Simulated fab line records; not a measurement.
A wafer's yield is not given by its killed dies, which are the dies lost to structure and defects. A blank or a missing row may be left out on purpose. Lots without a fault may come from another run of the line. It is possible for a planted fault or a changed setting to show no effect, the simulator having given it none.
fab line records / flow n5Finfet
[record] lots = 4 wafers = 12 lastDay = 17
route steps=1938 shown BEOL_M9@1413 PASSIVATION@1936
lots with no fault: from the same line, run without faults
startH: start of the lot's first displayed wafer, in hours after the record's first day / waitH: hours since the lot's step before / " the same as in the row above / L1.1+2: several wafers, shown together as one row / - value missing, or start not given / * or withheld: withheld / < > ~ a bound
route shown NAME@n: a module of which the file shows steps, and the number in the route of the first / usual: mean/standard deviation taken from wafers without a fault / same: alike in all rows / chamber/n: place in a boat / sites: readings site by site / _std_site: standard deviation of those values / _edge_site: inner sites' mean taken away from outer sites' mean / radiusMm: how far each site lies from the wafer's centre / mask NAME#n: copy n / behind: tool/chamber where the wafer was last shaped / hold: the reason the lot was held/the length of the hold in hours/how it ended / device: the transistor (n, p or np) that didn't switch / end of line: at the end of the route, the tests of the same wafers / step lacking rows: just its recipe / killed: count of dies lost to structure and defects at first sort (not the wafer's yield) / map: dies across one wafer; x = killed, . = not, _ = none there
set.NAME: the run value of the setting; set.NAME@STEP: its run value at that earlier step / model.NAME: the simulator's own value behind a step, which no gauge read
lots at selected steps of the route; one table per step, one row per wafer
services: a tool's chamber out of use, with start hour (startH, from the record's first day; less than 0 if before it), hours out, and reason
[[steps]]
[step N5_BEOL_M9_DEVELOP_10]
[recipe] developTimeS = 30 developer = TMAH resist = CAR-ArF rinseLiquid = diw dry = airSpin devTempC = 23
[step N5_BEOL_M9_DESCUM_16]
[recipe] chemistry = O2 timeS = 7.9 sourcePowerW = 50 biasPowerW = 20 pressureMtorr = 20 rfFrequencyHz = 2.712e+07 tempC = 40 resist = CAR-ArF o2FlowSccm = 225
[step N5_BEOL_M9_ETCH_61]
[recipe] chemistry = CF4 target = SiARC targetDepthA = 390 maskMaterial = CAR-ArF timeS = 65 ionEnergyEv = 80 pressureMtorr = 40 sourceW = 545 biasW = 36 Ar_flow_sccm = 100 cf4FlowSccm = 100 ends = cleared
[step N5_BEOL_M9_ETCH_62]
[recipe] chemistry = N2/H2 target = SOC targetDepthA = 1100 overetchA = 220 maskMaterial = SiARC tempC = 40 timeS = 165 ionEnergyEv = 200 pressureMtorr = 30 sourceW = 840 biasW = 150 n2FlowSccm = 200 h2FlowSccm = 200
[step N5_BEOL_M9_STRIP_68]
[recipe] chemistry = N2/H2 tempC = 40 n2FlowSccm = 200 h2FlowSccm = 200 rfFrequencyHz = 6e+07
[step N5_BEOL_M9_STRIP_67]
[recipe] chemistry = CF4 resist = SiARC powerW = 300 biasPowerW = 75 pressureMtorr = 50 cf4FlowSccm = 150 rfFrequencyHz = 6e+07
[step N5_BEOL_M9_HM_OPEN_17]
[recipe] chemistry = Cl2/BCl3 targetDepthA = 200 overetchA = 60 target = TiN maskMaterial = SOC ionEnergyEv = 150 pressureMtorr = 10 icpW = 1000 biasW = 126 Cl2_flow_sccm = 53.25 bcl3FlowSccm = 21.75 Ar_flow_sccm = 25
[step N5_BEOL_M9_STRIP_19]
[recipe] chemistry = O2 powerW = 400 tempC = 40 pressureMtorr = 30 rfFrequencyHz = 6e+07 biasPowerW = 0 overashFraction = 0.2 o2FlowSccm = 225
[step N5_BEOL_M9_COAT_63]
[recipe] resist = SOC tempC = 250 timeS = 60 spinRpm = 1500 resistThkNm = 60
[usual] dispensePressureKPa = 48/3 resistLineTempC = 22.97/0.11 spinSpeedRpm = 1500.0/1
lot.wafer=L965.3 tool=lithoTrack-01 chamber=0 startH=235.56 waitH=0.0 dispensePressureKPa=48 resistLineTempC=22.84 spinSpeedRpm=1499.7 model.SOC_of_BEOL_M9_COAT_63.thkNm=59.8
lot.wafer=L965.4 tool=lithoTrack-01 chamber=0 startH=235.56 waitH=0.0 dispensePressureKPa=48 resistLineTempC=23.02 spinSpeedRpm=1498.9 model.SOC_of_BEOL_M9_COAT_63.thkNm=59.8
lot.wafer=L965.5 tool=lithoTrack-01 chamber=0 startH=235.56 waitH=0.0 dispensePressureKPa=48 resistLineTempC=22.98 spinSpeedRpm=1501.1 model.SOC_of_BEOL_M9_COAT_63.thkNm=59.6
lot.wafer=L975.1 tool=lithoTrack-01 chamber=0 startH=305.05 waitH=0.3 dispensePressureKPa=48 resistLineTempC=22.88 spinSpeedRpm=1345.7 model.SOC_of_BEOL_M9_COAT_63.thkNm=63.2
lot.wafer=L975.5 tool=lithoTrack-01 chamber=0 startH=305.05 waitH=0.3 dispensePressureKPa=48 resistLineTempC=22.84 spinSpeedRpm=1347.0 model.SOC_of_BEOL_M9_COAT_63.thkNm=63.2
lot.wafer=L975.6 tool=lithoTrack-01 chamber=0 startH=305.05 waitH=0.3 dispensePressureKPa=48 resistLineTempC=22.95 spinSpeedRpm=1346.4 model.SOC_of_BEOL_M9_COAT_63.thkNm=63.2
lot.wafer=L976.2 tool=lithoTrack-01 chamber=0 startH=316.19 waitH=3.6 dispensePressureKPa=48 resistLineTempC=23.11 spinSpeedRpm=1348.8 model.SOC_of_BEOL_M9_COAT_63.thkNm=63.2
lot.wafer=L976.3 tool=lithoTrack-01 chamber=0 startH=316.19 waitH=3.6 dispensePressureKPa=48 resistLineTempC=23.01 spinSpeedRpm=1346.2 model.SOC_of_BEOL_M9_COAT_63.thkNm=63
lot.wafer=L976.4 tool=lithoTrack-01 chamber=0 startH=316.19 waitH=3.6 dispensePressureKPa=48 resistLineTempC=22.84 spinSpeedRpm=1345.4 model.SOC_of_BEOL_M9_COAT_63.thkNm=63.4
lot.wafer=L985.1 tool=lithoTrack-04 chamber=0 startH=356.93 waitH=1.3 dispensePressureKPa=53 resistLineTempC=22.94 spinSpeedRpm=1499.3 model.SOC_of_BEOL_M9_COAT_63.thkNm=60.2
lot.wafer=L985.2 tool=lithoTrack-04 chamber=0 startH=356.93 waitH=1.3 dispensePressureKPa=53 resistLineTempC=22.90 spinSpeedRpm=1500.1 model.SOC_of_BEOL_M9_COAT_63.thkNm=60.2
lot.wafer=L985.4 tool=lithoTrack-04 chamber=0 startH=356.93 waitH=1.3 dispensePressureKPa=53 resistLineTempC=23.11 spinSpeedRpm=1499.4 model.SOC_of_BEOL_M9_COAT_63.thkNm=60.2
[step N5_BEOL_M9_COAT_64]
[recipe] resist = SiARC tempC = 220 timeS = 60 spinRpm = 1500 resistThkNm = 12
[step N5_BEOL_M9_COAT_75]
[recipe] resist = underlayer tempC = 205 timeS = 60 spinRpm = 1500 resistThkNm = 5
[step N5_BEOL_M9_COAT_22]
[recipe] resist = CAR-EUV spinRpm = 1500 resistThkNm = 30
[step N5_BEOL_M9_EBR_24]
[recipe] solvent = PGMEA ebrWidthMm = 1.5
[step N5_BEOL_M9_SOFTBAKE_23]
[recipe] tempC = 110 timeS = 60 resist = CAR-EUV
[step N5_BEOL_M9_EXPOSE_25]
[recipe] maskId = V8 na = 0.33 sourceShape = annular sigmaInner = 0.4 sigmaOuter = 0.8 polarization = unpolarized doseMj = 37.25
[step N5_BEOL_M9_PEB_26]
[recipe] pebTempC = 100 pebTimeS = 60 resist = CAR-EUV
[step N5_BEOL_M9_DEVELOP_27]
[recipe] developTimeS = 30 developer = TMAH resist = CAR-EUV rinseLiquid = surfactantRinse dry = airSpin devTempC = 23
[step N5_BEOL_M9_DESCUM_33]
[recipe] chemistry = O2 timeS = 7 sourcePowerW = 50 biasPowerW = 20 pressureMtorr = 20 rfFrequencyHz = 2.712e+07 tempC = 40 resist = CAR-EUV o2FlowSccm = 225
[step N5_BEOL_M9_ETCH_76]
[recipe] chemistry = N2/H2 target = underlayer targetDepthA = 65 maskMaterial = CAR-EUV timeS = 5.2 ionEnergyEv = 200 pressureMtorr = 30 sourceW = 840 biasW = 150 n2FlowSccm = 200 h2FlowSccm = 200 ends = cleared
[step N5_BEOL_M9_ETCH_65]
[recipe] chemistry = CF4 target = SiARC targetDepthA = 156 maskMaterial = CAR-EUV timeS = 26 ionEnergyEv = 80 pressureMtorr = 40 sourceW = 545 biasW = 36 Ar_flow_sccm = 100 cf4FlowSccm = 100 ends = cleared
[step N5_BEOL_M9_ETCH_66]
[recipe] chemistry = N2/H2 target = SOC targetDepthA = 800 overetchA = 160 maskMaterial = SiARC tempC = 40 timeS = 120 ionEnergyEv = 200 pressureMtorr = 30 sourceW = 840 biasW = 150 n2FlowSccm = 200 h2FlowSccm = 200
[usual] drypumpMotorCurrentA = 5.7/0.43 oesProductAu = 0.61/0.058 rfVppV = 524/3.2 showerheadPlenumPTorr = 2.57/0.11 throttleValvePct = 17.97/0.21
lot.wafer=L965.3 tool=rieDiel-02 chamber=0 startH=236.04 waitH=0.0 drypumpMotorCurrentA=5.8 oesProductAu=0.54 rfHoursCounterH=206 rfVppV=523 showerheadPlenumPTorr=2.53 throttleValvePct=18.09 model.etch.depthNm=59.89
lot.wafer=L965.4 tool=rieDiel-02 chamber=1 startH=236.04 waitH=0.0 drypumpMotorCurrentA=5.1 oesProductAu=0.69 rfHoursCounterH=27 rfVppV=522 showerheadPlenumPTorr=2.48 throttleValvePct=17.88 model.etch.depthNm=59.8
lot.wafer=L965.5 tool=rieDiel-02 chamber=0 startH=236.04 waitH=0.0 drypumpMotorCurrentA=5.7 oesProductAu=0.54 rfHoursCounterH=- rfVppV=524 showerheadPlenumPTorr=2.53 throttleValvePct=18.10 model.etch.depthNm=59.61
lot.wafer=L975.1 tool=rieDiel-05 chamber=3 startH=305.65 waitH=0.0 drypumpMotorCurrentA=5.9 oesProductAu=0.64 rfHoursCounterH=82 rfVppV=530 showerheadPlenumPTorr=2.69 throttleValvePct=17.74 model.etch.depthNm=63.15
lot.wafer=L975.5 tool=rieDiel-05 chamber=2 startH=305.65 waitH=0.0 drypumpMotorCurrentA=5.5 oesProductAu=0.61 rfHoursCounterH=- rfVppV=522 showerheadPlenumPTorr=2.45 throttleValvePct=17.93 model.etch.depthNm=63.17
lot.wafer=L975.6 tool=rieDiel-05 chamber=1 startH=305.65 waitH=0.0 drypumpMotorCurrentA=6.3 oesProductAu=0.54 rfHoursCounterH=- rfVppV=523 showerheadPlenumPTorr=2.53 throttleValvePct=18.28 model.etch.depthNm=63.12
lot.wafer=L976.2 tool=rieDiel-02 chamber=0 startH=316.66 waitH=0.0 drypumpMotorCurrentA=5.8 oesProductAu=0.55 rfHoursCounterH=234 rfVppV=522 showerheadPlenumPTorr=2.51 throttleValvePct=18.13 model.etch.depthNm=63.19
lot.wafer=L976.3 tool=rieDiel-02 chamber=1 startH=316.66 waitH=0.0 drypumpMotorCurrentA=5.1 oesProductAu=0.66 rfHoursCounterH=54 rfVppV=523 showerheadPlenumPTorr=2.47 throttleValvePct=17.93 model.etch.depthNm=63.05
lot.wafer=L976.4 tool=rieDiel-02 chamber=2 startH=316.66 waitH=0.0 drypumpMotorCurrentA=5.9 oesProductAu=0.64 rfHoursCounterH=74 rfVppV=526 showerheadPlenumPTorr=2.69 throttleValvePct=17.89 model.etch.depthNm=63.37
lot.wafer=L985.1 tool=rieDiel-05 chamber=1 startH=357.40 waitH=0.0 drypumpMotorCurrentA=6.3 oesProductAu=0.52 rfHoursCounterH=242 rfVppV=522 showerheadPlenumPTorr=2.52 throttleValvePct=18.33 model.etch.depthNm=60.27
lot.wafer=L985.2 tool=rieDiel-05 chamber=0 startH=357.40 waitH=0.0 drypumpMotorCurrentA=5.3 oesProductAu=0.70 rfHoursCounterH=19 rfVppV=528 showerheadPlenumPTorr=2.73 throttleValvePct=17.88 model.etch.depthNm=60.18
lot.wafer=L985.4 tool=rieDiel-05 chamber=2 startH=357.40 waitH=0.0 drypumpMotorCurrentA=5.5 oesProductAu=0.58 rfHoursCounterH=143 rfVppV=522 showerheadPlenumPTorr=2.44 throttleValvePct=17.96 model.etch.depthNm=60.13
[step N5_BEOL_M9_STRIP_69]
[recipe] chemistry = N2/H2 tempC = 40 n2FlowSccm = 200 h2FlowSccm = 200 rfFrequencyHz = 6e+07
[step N5_BEOL_M9_STRIP_77]
[recipe] chemistry = N2/H2 tempC = 40 n2FlowSccm = 200 h2FlowSccm = 200 rfFrequencyHz = 6e+07
[step N5_BEOL_M9_VIA_ETCH_34]
[recipe] chemistry = C4F6/O2 target = SiCOH_lowk targetDepthA = 1824 maskMaterial = SOC taperDeg = 4 timeS = 68.4 ionEnergyEv = 250 pressureMtorr = 30 sourceW = 345 biasW = 185 Ar_flow_sccm = 300 C4F6_flow_sccm = 10 O2_flow_sccm = 10
[usual] drypumpMotorCurrentA = 5.7/0.43 oes_f_703_au = 0.79/0.08 oes_o_777_au = 0.79/0.076 oesProductAu = 0.81/0.082 rfVppV = 671/11 showerheadPlenumPTorr = 2.87/0.11 throttleValvePct = 20.98/0.21
lot.wafer=L965.3 tool=rieDiel-02 chamber=0 startH=236.14 waitH=0.0 drypumpMotorCurrentA=5.7 oes_f_703_au=0.72 oes_o_777_au=0.72 oesProductAu=0.70 rfHoursCounterH=207 rfVppV=675 showerheadPlenumPTorr=2.82 throttleValvePct=21.16 model.SOC_of_BEOL_M9_COAT_63.thkNm=51
lot.wafer=L965.4 tool=rieDiel-02 chamber=1 startH=236.14 waitH=0.0 drypumpMotorCurrentA=5.1 oes_f_703_au=0.90 oes_o_777_au=0.89 oesProductAu=0.91 rfHoursCounterH=27 rfVppV=672 showerheadPlenumPTorr=2.81 throttleValvePct=21.10 model.SOC_of_BEOL_M9_COAT_63.thkNm=50.6
lot.wafer=L965.5 tool=rieDiel-02 chamber=0 startH=236.14 waitH=0.0 drypumpMotorCurrentA=5.8 oes_f_703_au=0.72 oes_o_777_au=0.72 oesProductAu=0.70 rfHoursCounterH=- rfVppV=674 showerheadPlenumPTorr=2.83 throttleValvePct=21.16 model.SOC_of_BEOL_M9_COAT_63.thkNm=50.8
lot.wafer=L975.1 tool=rieDiel-05 chamber=3 startH=305.75 waitH=0.0 drypumpMotorCurrentA=5.9 oes_f_703_au=0.80 oes_o_777_au=0.80 oesProductAu=0.81 rfHoursCounterH=82 rfVppV=668 showerheadPlenumPTorr=2.99 throttleValvePct=20.79 model.SOC_of_BEOL_M9_COAT_63.thkNm=54.2
lot.wafer=L975.5 tool=rieDiel-05 chamber=2 startH=305.75 waitH=0.0 drypumpMotorCurrentA=5.5 oes_f_703_au=0.76 oes_o_777_au=0.75 oesProductAu=0.77 rfHoursCounterH=- rfVppV=656 showerheadPlenumPTorr=2.75 throttleValvePct=21.06 model.SOC_of_BEOL_M9_COAT_63.thkNm=54.2
lot.wafer=L975.6 tool=rieDiel-05 chamber=1 startH=305.75 waitH=0.0 drypumpMotorCurrentA=6.3 oes_f_703_au=0.66 oes_o_777_au=0.67 oesProductAu=0.68 rfHoursCounterH=- rfVppV=666 showerheadPlenumPTorr=2.80 throttleValvePct=21.13 model.SOC_of_BEOL_M9_COAT_63.thkNm=54.4
lot.wafer=L976.2 tool=rieDiel-02 chamber=0 startH=316.76 waitH=0.0 drypumpMotorCurrentA=5.7 oes_f_703_au=0.70 oes_o_777_au=0.71 oesProductAu=0.69 rfHoursCounterH=234 rfVppV=673 showerheadPlenumPTorr=2.81 throttleValvePct=21.21 model.SOC_of_BEOL_M9_COAT_63.thkNm=54.2
lot.wafer=L976.3 tool=rieDiel-02 chamber=1 startH=316.76 waitH=0.0 drypumpMotorCurrentA=5.1 oes_f_703_au=0.85 oes_o_777_au=0.84 oesProductAu=0.88 rfHoursCounterH=54 rfVppV=670 showerheadPlenumPTorr=2.80 throttleValvePct=21.14 model.SOC_of_BEOL_M9_COAT_63.thkNm=53.8
lot.wafer=L976.4 tool=rieDiel-02 chamber=2 startH=316.76 waitH=0.0 drypumpMotorCurrentA=5.8 oes_f_703_au=0.82 oes_o_777_au=0.82 oesProductAu=0.83 rfHoursCounterH=75 rfVppV=680 showerheadPlenumPTorr=2.97 throttleValvePct=20.75 model.SOC_of_BEOL_M9_COAT_63.thkNm=54.4
lot.wafer=L985.1 tool=rieDiel-05 chamber=1 startH=357.50 waitH=0.0 drypumpMotorCurrentA=6.3 oes_f_703_au=0.64 oes_o_777_au=0.66 oesProductAu=0.66 rfHoursCounterH=242 rfVppV=665 showerheadPlenumPTorr=2.80 throttleValvePct=21.17 model.SOC_of_BEOL_M9_COAT_63.thkNm=51.4
lot.wafer=L985.2 tool=rieDiel-05 chamber=0 startH=357.50 waitH=0.0 drypumpMotorCurrentA=5.4 oes_f_703_au=0.89 oes_o_777_au=0.87 oesProductAu=0.92 rfHoursCounterH=19 rfVppV=697 showerheadPlenumPTorr=3.00 throttleValvePct=20.70 model.SOC_of_BEOL_M9_COAT_63.thkNm=51.2
lot.wafer=L985.4 tool=rieDiel-05 chamber=2 startH=357.50 waitH=0.0 drypumpMotorCurrentA=5.5 oes_f_703_au=0.74 oes_o_777_au=0.74 oesProductAu=0.76 rfHoursCounterH=143 rfVppV=656 showerheadPlenumPTorr=2.74 throttleValvePct=21.08 model.SOC_of_BEOL_M9_COAT_63.thkNm=51
[step N5_BEOL_M9_STRIP_73]
[recipe] chemistry = C4F6/O2 resist = SiARC rfFrequencyHz = 6e+07
[step N5_PASSIVATION_PROBE_49]
[usual] defectLimitedYield = 91.1/1.5 killed_at_M0_to_M3 = 33/9.9 killed_at_M4_up = 14/5.2 killedAtContacts = 12/6.7 killedAtFrontEnd = 43/13 killedAtOther = 3.4/2.7 killedDies = 105/17 killedOnRim = 14/4.2 killedOpen = 69/13 killedShort = 33/7.5 sort_bin_5_function = 5.2/0.91 sort_bin_6_memory = 3.3/0.71 sortNPass = 1075/17 sortYieldPct = 91.1/1.5
[same] grossDies = 1180 killedAtBackSide = 0 sort_bin_4_leakage[%] = 0 sort_bin_8_speed[%] = 0
lot.wafer=L965.3 tool=prober-01 chamber=- startH=299.62 waitH=0.1 defectLimitedYield[%]=87.4 killed_at_M0_to_M3=32 killed_at_M4_up=24 killedAtContacts=20 killedAtFrontEnd=70 killedAtOther=3 killedDies=149 killedOnRim=21 killedOpen=102 killedShort=45 sort_bin_5_function[%]=7.2 sort_bin_6_memory[%]=4.5 sortNPass=1031 sortYieldPct[%]=87.4
lot.wafer=L965.4 tool=prober-01 chamber=- startH=299.67 waitH=0.2 defectLimitedYield[%]=90.6 killed_at_M0_to_M3=36 killed_at_M4_up=19 killedAtContacts=17 killedAtFrontEnd=33 killedAtOther=6 killedDies=111 killedOnRim=10 killedOpen=76 killedShort=35 sort_bin_5_function[%]=5.6 sort_bin_6_memory[%]=3.4 sortNPass=1069 sortYieldPct[%]=90.6
lot.wafer=L965.5 tool=prober-01 chamber=- startH=299.72 waitH=0.2 defectLimitedYield[%]=92.5 killed_at_M0_to_M3=19 killed_at_M4_up=25 killedAtContacts=14 killedAtFrontEnd=30 killedAtOther=1 killedDies=89 killedOnRim=7 killedOpen=66 killedShort=22 sort_bin_5_function[%]=4.9 sort_bin_6_memory[%]=2.5 sortNPass=1091 sortYieldPct[%]=92.5
lot.wafer=L975.1 tool=prober-01 chamber=- startH=365.05 waitH=0.1 defectLimitedYield[%]=90.4 killed_at_M0_to_M3=32 killed_at_M4_up=18 killedAtContacts=5 killedAtFrontEnd=57 killedAtOther=1 killedDies=113 killedOnRim=19 killedOpen=81 killedShort=30 sort_bin_5_function[%]=5.3 sort_bin_6_memory[%]=3.9 sortNPass=1067 sortYieldPct[%]=90.4
lot.wafer=L975.5 tool=prober-01 chamber=- startH=365.25 waitH=0.3 defectLimitedYield[%]=92.6 killed_at_M0_to_M3=33 killed_at_M4_up=7 killedAtContacts=15 killedAtFrontEnd=32 killedAtOther=0 killedDies=87 killedOnRim=10 killedOpen=57 killedShort=28 sort_bin_5_function[%]=3.9 sort_bin_6_memory[%]=3.3 sortNPass=1093 sortYieldPct[%]=92.6
lot.wafer=L975.6 tool=prober-01 chamber=- startH=365.30 waitH=0.3 defectLimitedYield[%]=91.4 killed_at_M0_to_M3=36 killed_at_M4_up=13 killedAtContacts=2 killedAtFrontEnd=47 killedAtOther=4 killedDies=102 killedOnRim=11 killedOpen=61 killedShort=39 sort_bin_5_function[%]=5.6 sort_bin_6_memory[%]=3.0 sortNPass=1078 sortYieldPct[%]=91.4
lot.wafer=L976.2 tool=prober-02 chamber=- startH=370.13 waitH=0.1 defectLimitedYield[%]=91.1 killed_at_M0_to_M3=32 killed_at_M4_up=16 killedAtContacts=5 killedAtFrontEnd=48 killedAtOther=4 killedDies=105 killedOnRim=15 killedOpen=70 killedShort=35 sort_bin_5_function[%]=5.3 sort_bin_6_memory[%]=3.4 sortNPass=1075 sortYieldPct[%]=91.1
lot.wafer=L976.3 tool=prober-02 chamber=- startH=370.18 waitH=0.1 defectLimitedYield[%]=90.9 killed_at_M0_to_M3=35 killed_at_M4_up=9 killedAtContacts=7 killedAtFrontEnd=53 killedAtOther=3 killedDies=107 killedOnRim=14 killedOpen=77 killedShort=30 sort_bin_5_function[%]=5.2 sort_bin_6_memory[%]=3.6 sortNPass=1073 sortYieldPct[%]=90.9
lot.wafer=L976.4 tool=prober-02 chamber=- startH=370.23 waitH=0.2 defectLimitedYield[%]=91.9 killed_at_M0_to_M3=29 killed_at_M4_up=19 killedAtContacts=5 killedAtFrontEnd=37 killedAtOther=5 killedDies=95 killedOnRim=9 killedOpen=66 killedShort=27 sort_bin_5_function[%]=4.9 sort_bin_6_memory[%]=2.6 sortNPass=1085 sortYieldPct[%]=91.9
lot.wafer=L985.1 tool=prober-02 chamber=- startH=417.53 waitH=0.0 defectLimitedYield[%]=92.4 killed_at_M0_to_M3=37 killed_at_M4_up=10 killedAtContacts=12 killedAtFrontEnd=25 killedAtOther=6 killedDies=90 killedOnRim=19 killedOpen=58 killedShort=29 sort_bin_5_function[%]=4.3 sort_bin_6_memory[%]=2.6 sortNPass=1090 sortYieldPct[%]=92.4
lot.wafer=L985.2 tool=prober-02 chamber=- startH=417.58 waitH=0.1 defectLimitedYield[%]=91.1 killed_at_M0_to_M3=29 killed_at_M4_up=15 killedAtContacts=9 killedAtFrontEnd=42 killedAtOther=10 killedDies=105 killedOnRim=13 killedOpen=63 killedShort=39 sort_bin_5_function[%]=5.3 sort_bin_6_memory[%]=2.8 sortNPass=1075 sortYieldPct[%]=91.1
lot.wafer=L985.4 tool=prober-02 chamber=- startH=417.68 waitH=0.2 defectLimitedYield[%]=92.7 killed_at_M0_to_M3=28 killed_at_M4_up=18 killedAtContacts=6 killedAtFrontEnd=26 killedAtOther=8 killedDies=86 killedOnRim=7 killedOpen=57 killedShort=28 sort_bin_5_function[%]=4.0 sort_bin_6_memory[%]=2.8 sortNPass=1094 sortYieldPct[%]=92.7
// killed by level:class
L965.3 MOL_CONTACT_COAG:geometricParticle:open=17 STI_FIN_REVEAL:geometricParticle:open=16 FIN_SAQP:geometricParticle:open=15 FIN_SAQP:geometricParticle:short=13 BEOL_M1:geometricParticle:open=9 BEOL_M4:geometricParticle:open=8 BEOL_M0_SAQP:geometricParticle:short=7 BEOL_M0_SAQP:geometricParticle:open=5
L965.4 BEOL_M0_SAQP:geometricParticle:open=13 BEOL_M4:geometricParticle:open=13 MOL_CONTACT_COAG:geometricParticle:open=12 BEOL_M0_SAQP:geometricParticle:short=10 STI_FIN_REVEAL:geometricParticle:open=8 DUMMY_GATE:geometricParticle:open=7 MOL_CONTACT_COAG:geometricParticle:short=5 BEOL_M2:geometricParticle:open=5
L965.5 BEOL_M4:geometricParticle:open=17 STI_FIN_REVEAL:geometricParticle:open=12 MOL_CONTACT_COAG:geometricParticle:open=11 BEOL_M1:geometricParticle:open=5 BEOL_M3:geometricParticle:open=5 BEOL_M4:geometricParticle:short=5 FIN_SAQP:geometricParticle:open=4 BEOL_M0_SAQP:geometricParticle:short=4
L975.1 FIN_SAQP:geometricParticle:open=11 FIN_SAQP:geometricParticle:short=10 STI_FIN_REVEAL:geometricParticle:open=10 BEOL_M2:geometricParticle:open=10 BEOL_M4:geometricParticle:open=8 DUMMY_GATE:geometricParticle:open=6 BEOL_M0_SAQP:geometricParticle:open=6 GATE_CUT:geometricParticle:short=5
L975.5 BEOL_M2:geometricParticle:open=14 MOL_CONTACT_COAG:geometricParticle:open=13 GATE_CUT:geometricParticle:short=6 BEOL_M0_SAQP:geometricParticle:short=6 STARTING-WAFER:geometricParticle:short=6 BEOL_M0_SAQP:geometricParticle:open=5 FIN_SAQP:geometricParticle:short=4 BEOL_M4:geometricParticle:open=4
L975.6 GATE_CUT:geometricParticle:short=9 FIN_SAQP:geometricParticle:short=8 BEOL_M2:geometricParticle:open=8 BEOL_M3:geometricParticle:open=8 FIN_SAQP:geometricParticle:open=6 STI_FIN_REVEAL:geometricParticle:open=5 DUMMY_GATE:geometricParticle:open=5 BEOL_M4:geometricParticle:open=5
L976.2 STI_FIN_REVEAL:geometricParticle:open=19 BEOL_M0_SAQP:geometricParticle:open=10 STI_FIN_REVEAL:geometricParticle:short=8 BEOL_M2:geometricParticle:open=8 FIN_SAQP:geometricParticle:short=7 BEOL_M4:geometricParticle:open=7 MOL_CONTACT_COAG:geometricParticle:open=5 BEOL_M3:geometricParticle:open=4
L976.3 STI_FIN_REVEAL:geometricParticle:open=21 BEOL_M2:geometricParticle:open=13 FIN_SAQP:geometricParticle:open=11 FIN_SAQP:geometricParticle:short=10 MOL_CONTACT_COAG:geometricParticle:open=6 BEOL_M0_SAQP:geometricParticle:short=6 BEOL_M0:geometricParticle:open=5 GATE_CUT:geometricParticle:open=3
L976.4 STI_FIN_REVEAL:geometricParticle:open=14 BEOL_M0_SAQP:geometricParticle:open=10 BEOL_M4:geometricParticle:open=9 BEOL_M0_SAQP:geometricParticle:short=7 STI_FIN_REVEAL:geometricParticle:short=6 FIN_SAQP:geometricParticle:open=4 FIN_SAQP:geometricParticle:short=4 BEOL_M3:geometricParticle:open=4
L985.1 MOL_CONTACT_COAG:geometricParticle:open=10 BEOL_M1:geometricParticle:open=9 BEOL_M2:geometricParticle:open=8 BEOL_M0_SAQP:geometricParticle:short=6 FIN_SAQP:geometricParticle:open=4 BEOL_M0_SAQP:geometricParticle:open=4 STI_FIN_REVEAL:geometricParticle:open=3 DUMMY_GATE:geometricParticle:open=3
L985.2 DUMMY_GATE:geometricParticle:open=8 FIN_SAQP:geometricParticle:open=7 MOL_CONTACT_COAG:geometricParticle:open=7 BEOL_M0_SAQP:geometricParticle:short=7 BEOL_M0_SAQP:geometricParticle:open=6 STARTING-WAFER:geometricParticle:short=6 STI_FIN_REVEAL:geometricParticle:open=5 FIN_SAQP:geometricParticle:short=4
L985.4 STI_FIN_REVEAL:geometricParticle:open=8 BEOL_M4:geometricParticle:open=7 BEOL_M2:geometricParticle:open=6 BEOL_M0_SAQP:geometricParticle:open=5 BEOL_M0_SAQP:geometricParticle:short=4 BEOL_M1:geometricParticle:open=4 BEOL_M3:geometricParticle:open=4 STI_FIN_REVEAL:geometricParticle:short=3
[[services]]
tool=rieDiel-05 chamber=1 startH=238.66 hours=19.1 kind=repair
tool=rieDiel-02 chamber=3 startH=253.47 hours=2.3 kind=repair
tool=rieDiel-05 chamber=0 startH=273.24 hours=- kind=clean
tool=rieDiel-05 chamber=0 startH=273.24 hours=- kind=consumableReplace:focusRing
tool=rieDiel-05 chamber=0 startH=273.24 hours=- kind=consumableReplace:showerhead
[[key]]
[firstSign] step = N5_BEOL_M9_COAT_63 reading = spinSpeedRpm direction = down sigmas = 99+ usual = * struck = *
effect none on later readings
[modelEffect] step = N5_BEOL_M9_COAT_63 value = SOC_of_BEOL_M9_COAT_63.thkNm without = 59.83 struck = 63.2
[modelEffect] step = N5_BEOL_M9_ETCH_66 value = etch.depthNm without = 59.88 struck = 63.18
[modelEffect] step = N5_BEOL_M9_VIA_ETCH_34 value = SOC_of_BEOL_M9_COAT_63.thkNm without = 50.9 struck = 54.2
metAt N5_BEOL_M9_COAT_63
struckWafers L975.1,L975.5,L975.6,L976.2,L976.3,L976.4
onsetBetween 235.56 305.05
[fault] kind = processParameterDrift tool = lithoTrack-01 chamber = - onsetH = 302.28 steps = N5_BEOL_M9_COAT_63 channel = spinRpm offset = * shape = step endH = 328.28 actsIn = * stated = *
